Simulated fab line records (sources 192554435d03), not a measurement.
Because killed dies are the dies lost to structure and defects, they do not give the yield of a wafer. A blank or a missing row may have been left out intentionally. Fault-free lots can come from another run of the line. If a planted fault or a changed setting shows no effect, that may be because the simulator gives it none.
Chamber matching | flow n5 finfet | 4 sister chambers for N5_PMOS_HMC_CHANNEL_EPI_HM_OPEN_15 on rie diel-03
The step chemistry CHF3/O2, target SiO2, target depth 40.6 nm, time 20.3 s. 4 wafers are shown with their chamber, then 10 later ones without.

== WAFERS, EACH WITH ITS CHAMBER ==
wafer  | chamber | drypump motor current A (A)
L089.4 | 2       | 5.0
L089.6 | 1       | 6.3
L090.2 | 0       | 6.0
L090.4 | 3       | 5.7

== WAFERS MISSING THEIR CHAMBER ==
wafer  | drypump motor current A (A)
L090.5 | 5.0
L091.2 | 6.0
L091.5 | 5.0
L091.6 | 6.3
L094.1 | 5.7
L094.4 | 6.3
L094.5 | 6.3
L097.2 | 6.1
L097.3 | 5.7
L097.5 | 6.1

== EACH ONE'S CHAMBER ==
wafer  | from the rows above | in truth
L090.5 | 2                   | 2
L091.2 | 0                   | 0
L091.5 | 2                   | 2
L091.6 | 1                   | 1
L094.1 | 3                   | 3
L094.4 | 1                   | 1
L094.5 | 1                   | 1
L097.2 | 0                   | 0
L097.3 | 3                   | 3
L097.5 | 0                   | 0
10 of 10 placed correctly. Can't be placed from these rows: 0. Placed wrongly: 0.
How it was worked out, from the rows above alone: a wafer's distance from a chamber is the root of the sum, over the readings, of the square of ((its reading less the chamber's mean) divided by the reading's scatter). The wafer belongs to the nearest chamber; if the next one is less than 2 further off, it can't be placed. For every chamber, the mean is computed from those of its wafers that are shown. The scatter (one wafer shown for each chamber): square how far every hidden wafer sits from the nearest shown wafer, average those squares and take the square root.
